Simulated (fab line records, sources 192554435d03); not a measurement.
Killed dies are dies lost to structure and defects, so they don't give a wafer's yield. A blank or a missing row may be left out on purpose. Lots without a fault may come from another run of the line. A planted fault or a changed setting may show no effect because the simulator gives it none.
Split-lot experiment | flow n5_finfet | 7 lots, 39 wafers read, on a route of 1938 steps

THE SPLIT
At N5_BEOL_M14_SPUTTER_43 (material TaN, target thk 15 nm, time 24.19 s), the setting time_s was moved away from the recipe's 24.19 s on 12 of the 39 wafers read, by -34.2% to +57.8%. The other wafers ran this setting at the recipe's value.

FROM THE SPLIT TO THE READING: what the file shows between them, 4 steps
- N5_BEOL_M14_SPUTTER_44: material Ta, target thk 15 nm, time 24.19 s
- N5_BEOL_M14_SPUTTER_45: material Cu, target thk 100 nm, time 16.67 s
- N5_BEOL_M14_ECD_47: material Cu, target thk 1248 nm
- N5_BEOL_M14_ANNEAL_48: time 90 s

THE READING
barrier_field_endpoint_s, in s, at N5_BEOL_M14_CMP_49 (polishes, stops on SiO2, t overpolish 5.2 s, target thk 560 nm). Fault-free wafers of this fab line usually give 11.45 s, standard deviation 0.23 s.

wafer  | tool, chamber at the split | time_s as run, s | against the recipe | barrier_field_endpoint_s, s | against lot-mates on the recipe
L077.4 | pvd_sputter-03, -          | 24.19            | recipe             | 11.48                       | -
L077.2 | pvd_sputter-03, -          | 24.19            | recipe             | 11.47                       | -
L077.1 | pvd_sputter-03, -          | 24.19            | recipe             | 11.57                       | -
L077.3 | pvd_sputter-03, -          | 24.19            | recipe             | 11.45                       | -
L077.5 | pvd_sputter-03, -          | 24.19            | recipe             | 11.77                       | -
L077.6 | pvd_sputter-03, -          | 24.19            | recipe             | 11.67                       | -
L078.3 | pvd_sputter-03, -          | 24.19            | recipe             | 11.50                       | -
L078.4 | pvd_sputter-03, -          | 24.19            | recipe             | 11.02                       | -
L078.1 | pvd_sputter-03, -          | 24.19            | recipe             | 11.41                       | -
L078.2 | pvd_sputter-03, -          | 24.19            | recipe             | 11.74                       | -
L078.5 | pvd_sputter-03, -          | 24.19            | recipe             | 11.48                       | -
L078.6 | pvd_sputter-03, -          | 24.19            | recipe             | 11.05                       | -
L079.2 | pvd_sputter-02, -          | 37.38            | +54.5%             | 14.72                       | +3.49
L079.1 | pvd_sputter-02, -          | 24.19            | recipe             | 11.16                       | -
L079.4 | pvd_sputter-02, -          | 37.38            | +54.5%             | 14.69                       | +3.46
L079.3 | pvd_sputter-02, -          | 24.19            | recipe             | 11.34                       | -
L079.6 | pvd_sputter-02, -          | 37.38            | +54.5%             | 15.03                       | +3.80
L079.5 | pvd_sputter-02, -          | 24.19            | recipe             | 11.20                       | -
L088.2 | pvd_sputter-03, -          | 15.91            | -34.2%             | 9.18                        | -1.96
L088.1 | pvd_sputter-03, -          | 24.19            | recipe             | 11.41                       | -
L088.4 | pvd_sputter-03, -          | 24.19            | recipe             | 11.03                       | -
L088.3 | pvd_sputter-03, -          | 24.19            | recipe             | 10.97                       | -
L088.5 | pvd_sputter-03, -          | 15.91            | -34.2%             | 9.35                        | -1.79
L088.6 | pvd_sputter-03, -          | 15.91            | -34.2%             | 9.37                        | -1.77
L091.3 | pvd_sputter-01, -          | 38.17            | +57.8%             | 14.78                       | +3.39
L091.1 | pvd_sputter-01, -          | 24.19            | recipe             | 11.67                       | -
L091.4 | pvd_sputter-01, -          | 24.19            | recipe             | 11.16                       | -
L091.2 | pvd_sputter-01, -          | 24.19            | recipe             | 11.33                       | -
L091.5 | pvd_sputter-01, -          | 38.17            | +57.8%             | 14.37                       | +2.98
L091.6 | pvd_sputter-01, -          | 38.17            | +57.8%             | 14.51                       | +3.12
L087.4 | pvd_sputter-03, -          | 24.19            | recipe             | 11.72                       | -
L087.5 | pvd_sputter-03, -          | 24.19            | recipe             | 11.79                       | -
L087.6 | pvd_sputter-03, -          | 24.19            | recipe             | 11.78                       | -
L095.2 | pvd_sputter-03, -          | 38.09            | +57.5%             | 14.93                       | +3.05
L095.1 | pvd_sputter-03, -          | 24.19            | recipe             | 11.92                       | -
L095.4 | pvd_sputter-03, -          | 38.09            | +57.5%             | 15.23                       | +3.35
L095.3 | pvd_sputter-03, -          | 38.09            | +57.5%             | 14.98                       | +3.10
L095.6 | pvd_sputter-03, -          | 24.19            | recipe             | 11.92                       | -
L095.5 | pvd_sputter-03, -          | 24.19            | recipe             | 11.79                       | -

THE FIT
A straight line over all 39 wafers: barrier_field_endpoint_s changes by +0.0596 s for each +1% of time_s; r = +0.99; the points scatter about the line by 0.28 s.
The same after taking each lot's own level away (the mean of its wafers on the recipe; 39 wafers): +0.0575 s for each +1%; r = +0.99; scatter 0.22 s.
On that fit, the largest move of time_s shifts the reading by 3.3 s.
The lots' own levels span 11.137 to 11.877 s, that is 3.2 times the standard deviation above.
So the lot-to-lot level changes the slope little: the two slopes agree.
Check: with one of the wafers moved furthest among these (+57.8%) left out of the fit, the line predicts +3.34 s for it against its lot-mates. It came out at +3.39 s against them.

OTHER SPLITS ON THESE WAFERS
These wafers also went through other splits before the reading. Each is held against what the fit with the lots' levels taken away leaves over:
other split on the same wafers      | wafers away from the commonest value | r with barrier_field_endpoint_s (lot level and that fit taken away)
N5_BEOL_M11_ILD_DEP_00 target_thk_a | 12                                   | -0.11
N5_BEOL_M13_ETCH_59 time_s          | 12                                   | +0.03

THE WHOLE CHAIN: every reading that the file lists as answering this split, in the file's order
step                   | what it does                                                   | reading                                                                            | change (the file's fit)               | r (the file's)
N5_BEOL_M14_SPUTTER_43 | material TaN, target thk 15 nm, time 24.19 s                   | TaN_of_BEOL_M14_SPUTTER_43.thk_nm (the simulator's own value, which no gauge read) | +0.152 nm for each +1% of the setting | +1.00
N5_BEOL_M14_CMP_49     | polishes, stops on SiO2, t overpolish 5.2 s, target thk 560 nm | barrier_field_endpoint_s                                                           | +0.0578 s for each +1% of the setting | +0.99

THE FILE'S OWN FIT
barrier_field_endpoint_s changes by +0.0578 s for each +1% of time_s, r = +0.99.
